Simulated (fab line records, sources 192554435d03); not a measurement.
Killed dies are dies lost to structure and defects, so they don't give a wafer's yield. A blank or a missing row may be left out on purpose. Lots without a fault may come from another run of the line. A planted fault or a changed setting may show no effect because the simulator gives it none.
fab line records | flow n5_finfet
record lots=7 wafers=21
route steps=1938 shown BEOL_M15@1809 PASS1_CAP@1873 TV_LITHO@1875 TV_OPEN@1887 PASSIVATION@1901
start_h: hours from the record's first day to the start of the lot's first wafer shown | wait_h: hours since the lot's step before | " the same as in the row above | L1.1+2: a row that stands for several wafers | - no value, or no start given | * or withheld: withheld | < > ~ a bound
route shown NAME@n: a module of which the file shows steps, and the number in the route of the first | usual: mean/standard deviation of fault-free wafers | same: alike in all rows | chamber/n: place in a boat | sites: the reading at each site | _std_site: their standard deviation | _edge_site: outer sites' mean less inner sites' | radius_mm: how far each site lies from the wafer's centre | mask NAME#n: copy n | behind: the tool/chamber that last shaped the wafer | hold: why the lot was held/for how many hours/how that ended | device: the transistor (n, p or np) that didn't switch | end of line: the same wafers' tests at the end of the route | a step without rows: its recipe alone | killed: dies lost to structure and defects at the first sort, not the wafer's yield | map: a wafer's dies, x killed, . not, _ none there
set.NAME: the setting as run; set.NAME@STEP: as run at that earlier step | model.NAME: the simulator's own value behind a step, which no gauge read
lots whose settings were changed on purpose; a table a step, a row a wafer
## steps
# step N5_BEOL_M15_TRENCH_ETCH_34
# recipe chemistry=C4F8/O2/Ar target=SiO2 target_depth_a=8729.3 he_inner_torr=15 he_outer_torr=30 time_s=199 ion_energy_ev=800 pressure_mtorr=20 source_w=1905 bias_w=2040 Ar_flow_sccm=400 C4F8_flow_sccm=16 O2_flow_sccm=12
# columns lot.wafer tool chamber start_h wait_h set.time_s model.etch.depth_nm model.coat_of_BEOL_M15_COAT_22.thk_nm
L078.2 rie_diel-03 3 322.38 0.0 199 865.5 548
L078.3 " 2 " " 218.8 964.2 525.8
L078.5 " 3 " " 218.8 945.5 530.2
L081.1 rie_diel-06 3 372.57 0.0 176.2 778 562
L081.2 " 1 " " 199 876.3 540.6
L081.4 " 0 " " 199 857.2 546.6
L084.1 rie_diel-01 3 403.08 0.0 199 901.7 537
L084.3 " 0 " " 175.8 788.9 563.6
L084.6 " 3 " " 175.8 794.6 560.4
L090.1 rie_diel-03 2 430.42 0.0 199 873.8 546.6
L090.3 " 0 " " 164.2 716.5 575.6
L090.5 " 2 " " 164.2 718.8 575.8
L087.1 rie_diel-06 3 437.54 0.0 199 878.7 546.4
L087.3 " 1 " " 199 872.9 545
L087.4 " 0 " " 199 849.9 554
L089.1 rie_diel-03 3 485.13 0.0 211.8 902.3 535.8
L089.2 " 0 " " 211.8 918.9 529
L089.3 " 1 " " 199 859.5 548.4
L094.3 rie_diel-03 0 491.08 0.0 199 867.5 539.6
L094.5 " 0 " " 199 865.7 539.2
L094.6 " 3 " " 199 856.5 543.8
# step N5_BEOL_M15_STRIP_36
# recipe chemistry=O2 power_w=600 temp_c=60 pressure_mtorr=30 rf_frequency_hz=6e+07 bias_power_w=0 overash_fraction=0.3 o2_flow_sccm=225
# step N5_BEOL_M15_ECD_47
# recipe material=Cu target_thk_a=18600
# step N5_BEOL_M15_ANNEAL_48
# recipe temp_c=225 time_s=90 ambient=N2
# step N5_BEOL_M15_CMP_49
# recipe stop_on=SiO2 t_overpolish_s=4.9 down_force_psi=2 platen_rpm=80 clearing_platen_down_force_psi=2 clearing_platen_rpm=80 post_cmp_clean=cu_alkaline target_thk_nm=850 clearing_platen_pad_velocity_m_s=1.5917 pad_velocity_m_s=1.5917
# columns lot.wafer tool chamber start_h wait_h set.time_s@BEOL_M15_TRENCH_ETCH_34 model.Cu_of_BEOL_M15_ECD_47.thk_nm
L078.3 cmp-03 0 324.42 0.2 218.8 940.6
L078.2 " 3 " " 199 842.4
L078.5 " 0 " " 218.8 922.8
L081.2 cmp-01 0 374.45 0.2 199 855.4
L081.4 " 2 " " 199 835
L081.1 " 3 " " 176.2 757.8
L084.3 cmp-01 2 406.76 0.2 175.8 765.4
L084.1 " 0 " " 199 877.2
L084.6 " 2 " " 175.8 771.8
L090.1 cmp-03 3 435.91 0.5 199 853.4
L090.3 " 0 " " 164.2 695.6
L090.5 " 2 " " 164.2 697.2
L087.3 cmp-02 1 441.92 0.3 199 848.8
L087.4 " 2 " " 199 825.8
L087.1 " 3 " " 199 853.4
L089.2 cmp-02 0 490.51 0.2 211.8 895.8
L089.1 " 2 " " 211.8 879.8
L089.3 " 3 " " 199 835.8
L094.3 cmp-02 2 494.22 0.3 199 842.8
L094.6 " 3 " " 199 831.2
L094.5 " 0 " " 199 841.4
# step N5_BEOL_M15_THK_MEAS_50
# recipe thk_meas_gauge=xrf reads=Cu_of_BEOL_M15_ECD_47
# usual M15_THK=833/12
# columns lot.wafer tool chamber start_h wait_h set.time_s@BEOL_M15_TRENCH_ETCH_34 M15_THK[nm]
L078.2 film_metro-01 - 324.72 - 199 820
L078.3 " - " " 218.8 922
L078.5 " - " " 218.8 901
L081.1 film_metro-02 - 374.75 - 176.2 750
L081.2 " - " " 199 846
L081.4 " - " " 199 825
L084.1 film_metro-02 - 407.06 - 199 866
L084.3 " - " " 175.8 755
L084.6 " - " " 175.8 763
L090.1 film_metro-01 - 436.13 - 199 834
L090.3 " - " " 164.2 680
L090.5 " - " " 164.2 684
L087.1 film_metro-01 - 442.17 - 199 834
L087.3 " - " " 199 825
L087.4 " - " " 199 808
L089.1 film_metro-01 - 490.80 - 211.8 865
L089.2 " - " " 211.8 877
L089.3 " - " " 199 819
L094.3 film_metro-02 - 494.40 - 199 818
L094.5 " - " " 199 819
L094.6 " - " " 199 809
# step N5_BEOL_M15_PRE_CLEAN_52
# recipe gas=NH3 time_s=15 temp_c=withheld rf_power_w=300
# step N5_BEOL_M15_DEP_53
# recipe material=SiCN target_thk_a=500 temp_c=withheld precursor=3MS/NH3 pressure_torr=3 rf_w=675 time_s=17.8
# step N5_BEOL_M15_RS_MEAS_54
# recipe thk_meas_gauge=four-point-probe reads=Cu_of_BEOL_M15_ECD_47+Ta_of_BEOL_M15_SPUTTER_44+TaN_of_BEOL_M15_SPUTTER_43
# usual M15_RS=0.02162/0.00027
# columns lot.wafer tool chamber start_h wait_h set.time_s@BEOL_M15_TRENCH_ETCH_34 M15_RS[ohm/sq]
L078.2 film_metro-01 - 324.84 0.1 199 0.02183
L078.3 " - " " 218.8 0.01948
L078.5 " - " " 218.8 0.01989
L081.1 film_metro-02 - 374.88 0.0 176.2 0.0242
L081.2 " - " " 199 0.02141
L081.4 " - " " 199 0.02196
L084.1 film_metro-02 - 407.19 0.0 199 0.02085
L084.3 " - " " 175.8 0.02397
L084.6 " - " " 175.8 0.0238
L090.1 film_metro-02 - 436.28 0.0 199 0.02145
L090.3 " - " " 164.2 0.02647
L090.5 " - " " 164.2 0.02636
L087.1 film_metro-01 - 442.30 0.0 199 0.0215
L087.3 " - " " 199 0.02165
L087.4 " - " " 199 0.02221
L089.1 film_metro-01 - 490.93 0.0 211.8 0.02085
L089.2 " - " " 211.8 0.02048
L089.3 " - " " 199 0.02196
L094.3 film_metro-02 - 494.53 0.1 199 0.02174
L094.5 " - " " 199 0.02176
L094.6 " - " " 199 0.02203
# step N5_PASSIVATION_PECVD_55
# recipe material=SiO2 target_thk_a=4000 temp_c=400 precursor=SiH4/N2O pressure_torr=2.7 rf_w=608 time_s=22.5
# columns lot.wafer tool chamber start_h wait_h set.time_s model.SiO2_of_PASSIVATION_PECVD_55.thk_nm
L078.2 pecvd-01 1 329.59 0.0 21.5 385.2
L078.3 " 0 " " 22.5 393
L078.5 " 1 " " 21.5 390.4
L081.1 pecvd-01 2 381.34 0.0 22.5 395.4
L081.2 " 0 " " 20.06 351.8
L081.4 " 1 " " 22.5 407.8
L084.1 pecvd-04 0 412.58 0.0 24.41 432.2
L084.3 " 2 " " 22.5 398.8
L084.6 " 2 " " 24.41 436.2
L090.1 pecvd-01 2 443.12 0.0 22.5 403.4
L090.3 " 1 " " 24.81 441.8
L090.5 " 1 " " 24.81 451.6
L087.1 pecvd-01 2 457.07 0.0 22.5 399.4
L087.3 " 0 " " 22.5 395.6
L087.4 " 0 " " 22.5 400.4
L089.1 pecvd-01 2 495.75 0.0 21.06 372.8
L089.2 " 1 " " 22.5 396
L089.3 " 0 " " 22.5 397.4
L094.3 pecvd-04 0 500.73 0.0 22.5 401
L094.5 " 2 " " 21.11 371.4
L094.6 " 1 " " 21.11 378.6
# step N5_PASSIVATION_PECVD_01
# recipe material=SiNx target_thk_a=2000 temp_c=400 precursor=SiH4/NH3/N2 pressure_torr=4.9 rf_w=1406 time_s=43.2
# step N5_PASSIVATION_HMDS_03
# recipe time_s=60 temp_c=120
# step N5_PASSIVATION_DESCUM_12
# recipe chemistry=O2 time_s=7.9 source_power_w=50 bias_power_w=20 pressure_mtorr=20 rf_frequency_hz=2.712e+07 temp_c=40 o2_flow_sccm=225
# step N5_PASSIVATION_PASS_ETCH_74
# recipe chemistry=CF4/O2 target=SiNx target_depth_a=2200 time_s=110 ion_energy_ev=100 pressure_mtorr=40 source_w=535 bias_w=49 Ar_flow_sccm=100 cf4_flow_sccm=100 O2_flow_sccm=10
# step N5_PASSIVATION_VIA_ETCH_13
# recipe chemistry=CHF3/O2 target=SiO2 target_depth_a=6600 CHF3_flow_sccm=50 O2_flow_sccm=5 Ar_flow_sccm=200 time_s=330 mask_material=PR pressure_mtorr=30 source_w=650 bias_w=170 ion_energy_ev=200 ends=cleared
# usual etch_rf_on_time_s=236/3.9
# columns lot.wafer tool chamber start_h wait_h set.time_s@PASSIVATION_PECVD_55 etch_rf_on_time_s
L078.2 rie_diel-01 3 330.85 0.0 21.5 224
L078.3 " 1 " " 22.5 232
L078.5 " 0 " " 21.5 227
L081.1 rie_diel-01 1 382.15 0.0 22.5 230
L081.2 " 3 " " 20.06 203
L081.4 " 0 " " 22.5 235
L084.1 rie_diel-01 1 414.96 0.0 24.41 259
L084.3 " 3 " " 22.5 232
L084.6 " 3 " " 24.41 253
L090.1 rie_diel-03 1 445.35 0.0 22.5 239
L090.3 " 0 " " 24.81 262
L090.5 " 2 " " 24.81 268
L087.1 rie_diel-01 2 461.37 0.0 22.5 236
L087.3 " 3 " " 22.5 229
L087.4 " 1 " " 22.5 237
L089.1 rie_diel-06 2 498.38 0.0 21.06 221
L089.2 " 1 " " 22.5 235
L089.3 " 3 " " 22.5 234
L094.3 rie_diel-03 3 501.74 0.0 22.5 238
L094.5 " 3 " " 21.11 220
L094.6 " 2 " " 21.11 223
# step N5_PASSIVATION_EXPOSE_27
# recipe mask_id=PAD na=0.55 source_shape=conventional sigma_outer=0.8 polarization=unpolarized defocus_nm=0 dose_mj=32.3
# columns lot.wafer tool chamber start_h wait_h mask set.dose_mj
L078.2+3+5 krf_scanner-02 0 331.98 - PAD#0 32.3
L081.1+2+4 krf_scanner-02 0 383.17 - PAD#0 32.3
L084.1+3+6 krf_scanner-02 0 416.34 - PAD#0 32.3
L090.1+3+5 krf_scanner-01 0 446.51 - PAD#0 32.3
L087.1+3+4 krf_scanner-01 0 462.35 - PAD#0 32.3
L089.1+3 krf_scanner-02 0 499.99 - PAD#0 32.3
L089.2 " 0 " " PAD#0 31.4
L094.3+5 krf_scanner-02 0 503.76 - PAD#0 34.36
L094.6 " 0 " " PAD#0 32.3
# step N5_PASSIVATION_PEB_28
# recipe peb_temp_c=withheld peb_time_s=*
# step N5_PASSIVATION_DEVELOP_29
# recipe develop_time_s=60 rinse_liquid=diw dry=air_spin dev_temp_c=21
# step N5_PASSIVATION_HARDBAKE_31
# recipe temp_c=130 time_s=120
# step N5_PASSIVATION_CD_MEAS_30
# recipe target_cd_nm=4000 landing_energy_ev=500 detector=se_inlens polarity=opening
# usual cd_nm=4000.2/1.6
# columns lot.wafer tool chamber start_h wait_h set.dose_mj@PASSIVATION_EXPOSE_27 cd_nm
L078.2 cd_sem-02 0 332.15 - 32.3 4001.0
L078.3 " 0 " " 32.3 4002.6
L078.5 " 0 " " 32.3 4002.4
L081.1 cd_sem-03 0 383.35 - 32.3 3999.7
L081.2 " 0 " " 32.3 4001.9
L081.4 " 0 " " 32.3 4002.4
L084.1 cd_sem-03 0 416.52 - 32.3 3997.8
L084.3 " 0 " " 32.3 3998.6
L084.6 " 0 " " 32.3 3998.6
L090.1 cd_sem-01 0 446.69 - 32.3 4002.2
L090.3 " 0 " " 32.3 4002.1
L090.5 " 0 " " 32.3 4000.5
L087.1 cd_sem-02 0 462.53 - 32.3 3999.6
L087.3 " 0 " " 32.3 3998.6
L087.4 " 0 " " 32.3 3999.9
L089.1 cd_sem-02 0 500.16 - 32.3 3999.4
L089.2 " 0 " " 31.4 3994.5
L089.3 " 0 " " 32.3 4000.0
L094.3 cd_sem-01 0 503.92 - 34.36 4014.4
L094.5 " 0 " " 34.36 4013.1
L094.6 " 0 " " 32.3 4001.1
## key
split step=N5_BEOL_M15_TRENCH_ETCH_34 setting=time_s stated=199 by=wafer
response step=N5_BEOL_M15_TRENCH_ETCH_34 reading=model.etch.depth_nm change=+8.76 per=1% r=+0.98
response step=N5_BEOL_M15_TRENCH_ETCH_34 reading=model.coat_of_BEOL_M15_COAT_22.thk_nm change=-1.84 per=1% r=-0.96
response step=N5_BEOL_M15_CMP_49 reading=model.Cu_of_BEOL_M15_ECD_47.thk_nm change=+8.74 per=1% r=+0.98
response step=N5_BEOL_M15_THK_MEAS_50 reading=M15_THK change=+8.6 per=1% r=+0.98
response step=N5_BEOL_M15_RS_MEAS_54 reading=M15_RS change=-0.000253 per=1% r=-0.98
split step=N5_PASSIVATION_PECVD_55 setting=time_s stated=22.5 by=wafer
response step=N5_PASSIVATION_PECVD_55 reading=model.SiO2_of_PASSIVATION_PECVD_55.thk_nm change=+4.12 per=1% r=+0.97
response step=N5_PASSIVATION_VIA_ETCH_13 reading=etch_rf_on_time_s change=* per=1% r=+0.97
split step=N5_PASSIVATION_EXPOSE_27 setting=dose_mj stated=32.3 by=wafer
response step=N5_PASSIVATION_CD_MEAS_30 reading=cd_nm change=+1.96 per=1% r=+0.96
